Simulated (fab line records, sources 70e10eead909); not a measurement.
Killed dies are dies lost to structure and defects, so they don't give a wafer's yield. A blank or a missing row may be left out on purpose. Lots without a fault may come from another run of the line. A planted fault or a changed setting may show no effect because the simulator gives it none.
fab line records | flow nand_harc
record lots=15 wafers=45 last_day=33
route steps=1302 shown A_ONON_D2@556 A_CHANNEL_HOLE_D2@570 END@1302
lots that met no fault: from a run of the same line without faults
start_h: hours from the record's first day to the start of the lot's first wafer shown | wait_h: hours since the lot's step before | " the same as in the row above | L1.1+2: a row that stands for several wafers | - no value, or no start given | * or withheld: withheld | < > ~ a bound
route shown NAME@n: a module of which the file shows steps, and the number in the route of the first | usual: mean/standard deviation of fault-free wafers | same: alike in all rows | chamber/n: place in a boat | sites: the reading at each site | _std_site: their standard deviation | _edge_site: outer sites' mean less inner sites' | radius_mm: how far each site lies from the wafer's centre | mask NAME#n: copy n | behind: the tool/chamber that last shaped the wafer | hold: why the lot was held/for how many hours/how that ended | device: the transistor (n, p or np) that didn't switch | end of line: the same wafers' tests at the end of the route | a step without rows: its recipe alone | killed: dies lost to structure and defects at the first sort, not the wafer's yield | map: a wafer's dies, x killed, . not, _ none there
set.NAME: the setting as run; set.NAME@STEP: as run at that earlier step | model.NAME: the simulator's own value behind a step, which no gauge read
steps of the route over a sample of lots; a table a step, a row a wafer
services: from which hour (start_h, from the record's first day; less than 0 if before it) a tool's chamber was out of use, for how many hours, and why
## steps
# step NHARC_A_ONON_D2_DEP_16
# recipe target_thk_a=10000 n2_flow_sccm=2750 n2o_flow_sccm=2000 nh3_flow_sccm=500 sih4_flow_sccm=210 temp_c=400
# usual susceptor_temp_C=400.08/0.2
# columns lot.wafer tool chamber start_h wait_h susceptor_temp_C
L237.1 pecvd_onon-03 0 281.95 0.4 400.38
L237.3 " 0 " " 400.46
L237.5 " 0 " " 400.36
L238.2 pecvd_onon-03 0 296.22 0.4 400.54
L238.3 " 0 " " 399.97
L238.4 " 0 " " 400.12
L239.1 pecvd_onon-03 0 309.31 0.4 400.01
L239.3 " 0 " " 400.09
L239.4 " 0 " " 400.28
L242.1 pecvd_onon-03 0 337.82 0.4 399.86
L242.4 " 0 " " 399.95
L242.6 " 0 " " 400.02
L243.1 pecvd_onon-01 0 337.82 0.4 400.11
L243.4 " 0 " " 400.23
L243.6 " 0 " " 400.13
L244.1 pecvd_onon-01 0 364.15 0.4 400.44
L244.2 " 0 " " 400.09
L244.5 " 0 " " 400.52
L248.1 pecvd_onon-03 0 388.12 0.4 400.03
L248.2 " 0 " " 400.15
L248.6 " 0 " " 399.80
L249.1 pecvd_onon-03 0 400.76 0.4 400.24
L249.2 " 0 " " 400.23
L249.5 " 0 " " 400.37
L250.3 pecvd_onon-03 0 426.77 0.5 400.29
L250.5 " 0 " " 399.96
L250.6 " 0 " " 400.35
L252.1 pecvd_onon-03 0 444.59 0.4 399.84
L252.4 " 0 " " 400.16
L252.6 " 0 " " 400.08
L253.1 pecvd_onon-02 0 444.59 0.4 400.22
L253.2 " 0 " " 400.07
L253.5 " 0 " " 400.05
L255.1 pecvd_onon-02 0 463.26 0.4 400.16
L255.3 " 0 " " 400.12
L255.6 " 0 " " 400.20
L254.2 pecvd_onon-03 0 463.32 0.4 399.93
L254.5 " 0 " " 400.09
L254.6 " 0 " " 399.88
L257.1 pecvd_onon-01 0 488.53 0.4 399.81
L257.5 " 0 " " 399.95
L257.6 " 0 " " 399.89
L259.3 pecvd_onon-01 0 507.53 0.5 400.06
L259.4 " 0 " " 399.90
L259.6 " 0 " " 400.09
# step NHARC_A_ONON_D2_THK_MEAS_18
# recipe thk_meas_gauge=ellipsometry
# usual thk_nm=998/9.2
# columns lot.wafer tool chamber start_h wait_h thk_nm
L237.1 film_metro-01 - 282.46 - 994
L237.3 " - " " 993
L237.5 " - " " 993
L238.2 film_metro-01 - 296.67 - 998
L238.3 " - " " 1000
L238.4 " - " " 1000
L239.1 film_metro-01 - 309.82 - 994
L239.3 " - " " 995
L239.4 " - " " 993
L243.1 film_metro-02 - 338.33 - 995
L243.4 " - " " 996
L243.6 " - " " 993
L242.1 film_metro-01 - 338.33 - 991
L242.4 " - " " 990
L242.6 " - " " 989
L244.1 film_metro-02 - 364.67 - 1009
L244.2 " - " " 1007
L244.5 " - " " 1009
L248.1 film_metro-01 - 388.62 - 994
L248.2 " - " " 993
L248.6 " - " " 994
L249.1 film_metro-01 - 401.27 - 1007
L249.2 " - " " 1005
L249.5 " - " " 1006
L250.3 film_metro-02 - 427.17 - 342
L250.5 " - " " 341
L250.6 " - " " 341
L253.1 film_metro-02 - 445.09 - 997
L253.2 " - " " 996
L253.5 " - " " 999
L252.1 film_metro-01 - 445.10 - 334
L252.4 " - " " 334
L252.6 " - " " 334
L254.2 film_metro-01 - 463.77 - 338
L254.5 " - " " 336
L254.6 " - " " 338
L255.1 film_metro-02 - 463.78 - 989
L255.3 " - " " 989
L255.6 " - " " 990
L257.1 film_metro-02 - 489.04 - 1012
L257.5 " - " " 1012
L257.6 " - " " 1012
L259.3 film_metro-01 - 507.92 - 993
L259.4 " - " " 996
L259.6 " - " " 995
# step NHARC_A_CHANNEL_HOLE_D2_DEP_00
# recipe target_thk_a=31000 temp_c=400 material=aC
# usual susceptor_temp_C=399.98/0.23 throttle_valve_pct=35.000/0.0094
# columns lot.wafer tool chamber start_h wait_h susceptor_temp_C throttle_valve_pct
L237.1 acl_dep-03 0 285.40 0.1 - 35.010
L237.3 " 0 " " - 34.998
L237.5 " 0 " " - 35.003
L238.2 acl_dep-02 0 299.86 0.4 399.96 34.992
L238.3 " 0 " " 399.80 35.003
L238.4 " 0 " " 399.84 34.985
L239.1 acl_dep-03 0 312.77 0.1 400.41 34.994
L239.3 " 0 " " 400.39 34.989
L239.4 " 0 " " 400.38 34.990
L242.1 acl_dep-01 0 342.39 1.3 - 34.984
L242.4 " 0 " " - 35.005
L242.6 " 0 " " - 35.008
L243.1 acl_dep-02 0 342.60 1.5 - 35.005
L243.4 " 0 " " - 35.011
L243.6 " 0 " " - 34.993
L244.1 acl_dep-01 0 367.87 0.4 400.19 34.998
L244.2 " 0 " " 399.94 34.987
L244.5 " 0 " " 400.14 35.013
L248.1 acl_dep-02 0 391.49 0.1 399.91 34.995
L248.2 " 0 " " 400.19 35.011
L248.6 " 0 393.08 1.7 399.99 35.019
L249.1 acl_dep-01 0 404.16 0.1 - 34.997
L249.2 " 0 " " - 34.995
L249.5 " 0 " " - 35.014
L253.1 acl_dep-02 0 448.42 0.5 399.97 34.997
L253.2 " 0 " " 399.88 35.001
L253.5 " 0 " " 400.42 35.010
L255.1 acl_dep-02 0 468.30 1.7 - 34.997
L255.3 " 0 " " - 34.992
L255.6 " 0 " " - 35.006
L257.1 acl_dep-03 0 491.92 0.1 - 34.988
L257.5 " 0 493.18 1.3 - 34.991
L257.6 " 0 " " - 34.988
L259.3 acl_dep-02 0 511.46 0.7 400.11 35.013
L259.4 " 0 " " 400.02 35.004
L259.6 " 0 " " 399.89 35.003
# step NHARC_A_CHANNEL_HOLE_D2_DEP_01
# recipe target_thk_a=1400 target_thk_nm=140 temp_c=400 pressure_torr=3.5 flow_sccm=200 rf_w=350 material=SiON
# usual heater_power_w=766/99 susceptor_temp_C=399.97/0.26
# columns lot.wafer tool chamber start_h wait_h heater_power_w susceptor_temp_C
L237.1 pecvd-03 2 287.30 1.6 746 400.08
L237.3 " 1 " " 699 400.03
L237.5 " 1 " " 714 399.86
L238.3 pecvd-01 1 301.47 1.0 839 400.31
L238.2 " 2 " " 774 399.83
L238.4 " 2 " " 765 399.40
L239.3 pecvd-03 1 314.73 1.0 815 399.75
L239.1 " 2 " " 847 400.26
L239.4 " 1 " " 831 399.88
L242.1 pecvd-03 1 344.31 1.6 785 399.28
L242.4 " 0 " " 770 400.12
L242.6 " 2 " " 864 399.84
L243.1 pecvd-01 2 344.55 1.6 693 400.18
L243.6 " 1 " " 836 399.76
L243.4 " 0 " " 844 399.60
L244.1 pecvd-04 1 369.86 1.7 615 399.81
L244.2 " 2 " " 747 399.93
L244.5 " 0 " " 680 400.02
L248.2 pecvd-03 1 393.45 1.3 774 400.07
L248.1 " 2 " " 938 400.42
L248.6 " 2 " " 947 400.19
L249.2 pecvd-01 2 406.05 1.3 783 399.98
L249.1 " 0 " " 763 399.95
L249.5 " 2 " " 802 400.29
L253.2 pecvd-01 2 450.39 1.3 718 400.14
L253.1 " 0 " " 805 400.06
L253.5 " 0 " " 822 400.22
L255.3 pecvd-01 2 470.20 1.0 697 400.05
L255.1 " 1 " " 829 400.20
L255.6 " 1 " " 802 399.96
L257.1 pecvd-03 2 493.89 1.7 824 399.84
L257.6 " 0 " " 781 400.18
L257.5 " 2 " " 833 399.81
L259.3 pecvd-01 2 512.75 1.0 794 399.83
L259.6 " 0 " " 853 400.24
L259.4 " 1 " " 807 400.18
# step NHARC_END_SORT_01
# recipe temp_c=25
# usual killed_at_array=56/20 killed_at_other=0.9/1.1 killed_at_periphery=3.7/3 killed_dies=61/21 killed_open=2.9/1.6 killed_short=2.6/1.4
# same gross_dies=677
# columns lot.wafer tool chamber start_h wait_h killed_at_array killed_at_other killed_at_periphery killed_dies killed_open killed_short
L244.1 prober-02 0 640.07 2.5 64 0 4 68 6 2
L244.2 prober-02 0 640.88 2.8 77 0 1 78 3 3
L244.5 prober-02 0 643.30 3.7 83 0 1 84 2 2
L252.1 prober-02 0 724.84 2.5 673 0 4 677 2 3
L252.4 prober-02 0 727.21 3.4 675 0 2 677 2 3
L252.6 prober-02 0 728.79 4.0 675 0 2 677 2 3
L254.2 prober-01 0 738.07 2.8 675 0 2 677 2 4
L254.5 prober-01 0 740.46 3.7 676 0 1 677 2 2
L254.6 prober-01 0 741.25 4.0 673 0 4 677 4 1
# killed by level:class
L244.1 A_SLIT:chamber_film_flake=31 A_CHANNEL_HOLE_D2:chamber_film_flake=18 A_CHANNEL_HOLE_D1:chamber_film_flake=4 A_CONTACT:chamber_film_flake=3 A_M0:geometric_particle:open=2 P_ZERO_WELL:chamber_film_flake=2 P_M0:geometric_particle:open=1 A_ONON_D1:geometric_particle:open=1
L244.2 A_CHANNEL_HOLE_D2:chamber_film_flake=33 A_SLIT:chamber_film_flake=29 A_M0:geometric_particle:open=3 A_CHANNEL_FILL_D1:geometric_particle:short=2 A_CHANNEL_HOLE_D1:chamber_film_flake=2 A_CHANNEL_FILL_D2:chamber_film_flake=2 A_WL_FILL:chamber_film_flake=2 A_CHANNEL_HOLE_D1:geometric_particle:short=1
L244.5 A_SLIT:chamber_film_flake=33 A_CHANNEL_HOLE_D2:chamber_film_flake=29 A_CHANNEL_HOLE_D1:chamber_film_flake=9 A_CONTACT:chamber_film_flake=4 A_WL_FILL:chamber_film_flake=2 P_GATE:geometric_particle:open=1 A_CHANNEL_FILL_D2:geometric_particle:open=1 A_CHANNEL_FILL_D2:geometric_particle:short=1
L252.1 A_ONON_D2:area_dep=630 A_CHANNEL_HOLE_D1:chamber_film_flake=27 A_SLIT:chamber_film_flake=5 A_STAIRCASE:chamber_film_flake=3 P_STI:chamber_film_flake=2 P_GATE:chamber_film_flake=2 A_DECK1_JOINT:geometric_particle:open=1 A_DECK1_JOINT:geometric_particle:short=1
L252.4 A_ONON_D2:area_dep=626 A_CHANNEL_HOLE_D1:chamber_film_flake=34 A_SLIT:chamber_film_flake=4 A_STAIRCASE:chamber_film_flake=3 A_WL_FILL:chamber_film_flake=2 A_ONON_D1:geometric_particle:open=1 A_CHANNEL_FILL_D1:geometric_particle:short=1 A_CHANNEL_FILL_D1:geometric_particle:open=1
L252.6 A_ONON_D2:area_dep=635 A_CHANNEL_HOLE_D1:chamber_film_flake=21 A_STAIRCASE:chamber_film_flake=6 A_DECK1_JOINT:chamber_film_flake=2 A_CHANNEL_HOLE_D2:geometric_particle:short=1 A_DECK1_JOINT:geometric_particle:short=1 A_DECK1_JOINT:geometric_particle:open=1 A_CHANNEL_HOLE_D2:geometric_particle:open=1
L254.2 A_ONON_D2:area_dep=577 A_SLIT:chamber_film_flake=30 A_CHANNEL_HOLE_D1:chamber_film_flake=26 A_CHANNEL_HOLE_D2:chamber_film_flake=20 A_CONTACT:chamber_film_flake=9 A_WL_FILL:geometric_particle:short=3 A_STAIRCASE:chamber_film_flake=3 A_SGD_CUT:chamber_film_flake=2
L254.5 A_ONON_D2:area_dep=570 A_SLIT:chamber_film_flake=35 A_CHANNEL_HOLE_D2:chamber_film_flake=27 A_CHANNEL_HOLE_D1:chamber_film_flake=20 A_STAIRCASE:chamber_film_flake=8 A_CONTACT:chamber_film_flake=4 A_SGD_CUT:chamber_film_flake=4 A_BLC:geometric_particle:open=2
L254.6 A_ONON_D2:area_dep=550 A_CHANNEL_HOLE_D2:chamber_film_flake=32 A_CHANNEL_HOLE_D1:chamber_film_flake=32 A_SLIT:chamber_film_flake=31 A_CONTACT:chamber_film_flake=13 A_STAIRCASE:chamber_film_flake=6 A_SGD_CUT:chamber_film_flake=5 A_BLC:geometric_particle:open=2
## services
# columns tool chamber start_h hours kind
pecvd_onon-01 - 269.00 13.0 pm
pecvd-04 - 269.11 13.0 pm
pecvd-03 1 291.18 8.0 repair
acl_dep-03 - 297.00 13.0 pm
pecvd-01 - 311.12 13.0 pm
pecvd-01 0 311.12 13.0 vent_cycle
pecvd-01 1 311.12 13.0 vent_cycle
pecvd-03 2 363.99 3.7 repair
pecvd_onon-02 - 366.32 13.0 pm
pecvd-03 - 366.37 13.0 pm
pecvd-01 1 369.20 8.6 repair
acl_dep-01 - 371.71 13.0 pm
pecvd-03 - 397.07 0.7 repair
pecvd-03 - 408.00 0.6 repair
acl_dep-01 - 408.04 3.0 repair
pecvd_onon-03 - 408.34 13.0 pm
acl_dep-02 - 425.80 0.8 repair
acl_dep-02 - 426.63 13.0 pm
pecvd-03 0 438.47 13.0 repair
pecvd_onon-01 - 450.00 13.0 pm
pecvd-04 - 450.12 13.0 pm
acl_dep-03 - 478.85 13.0 pm
pecvd_onon-03 - 485.34 1.3 repair
pecvd-01 - 492.12 13.0 pm
## key
first_sign step=NHARC_A_ONON_D2_THK_MEAS_18 reading=thk_nm direction=down sigmas=72 usual=998 struck=338
effect step=NHARC_END_SORT_01 reading=killed_at_array direction=up sigmas=30 usual=56 struck=674
more_kills_born_at NHARC_A_ONON_D2_DEP_16@pecvd_onon-03=3588
met_at NHARC_A_ONON_D2_DEP_16
struck_lots L250,L252,L254
struck_wafers L250.3,L250.5,L250.6,L252.1,L252.4,L252.6,L254.2,L254.5,L254.6
rows_end L250.3,L250.5,L250.6
later_rows_left_out L252.1,L252.4,L252.6,L254.2,L254.5,L254.6
tester_left_out L252,L254
not_acting_at NHARC_A_CHANNEL_HOLE_D2_DEP_00,NHARC_A_CHANNEL_HOLE_D2_DEP_01
onset_between 400.76 426.77
fault kind=process_parameter_drift tool=pecvd_onon-03 chamber=0 onset_h=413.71 steps=NHARC_A_ONON_D2_DEP_16 channel=target_thk_a offset=* shape=step acts_in=* stated=*
# tester_left_out: of these lots the tester's yield and bins aren't shown, on N5 and GAA mostly nor the transistor test; their killed dies are dies lost to structure and defects alone, not to doping, threshold or leakage, so they don't give the yield
# later_rows_left_out: the simulator's readings of these wafers behind a module that went badly wrong aren't trusted and aren't shown, but for the sort
# rows_end: these wafers met a further fault down the route, and their rows from its step on are left out
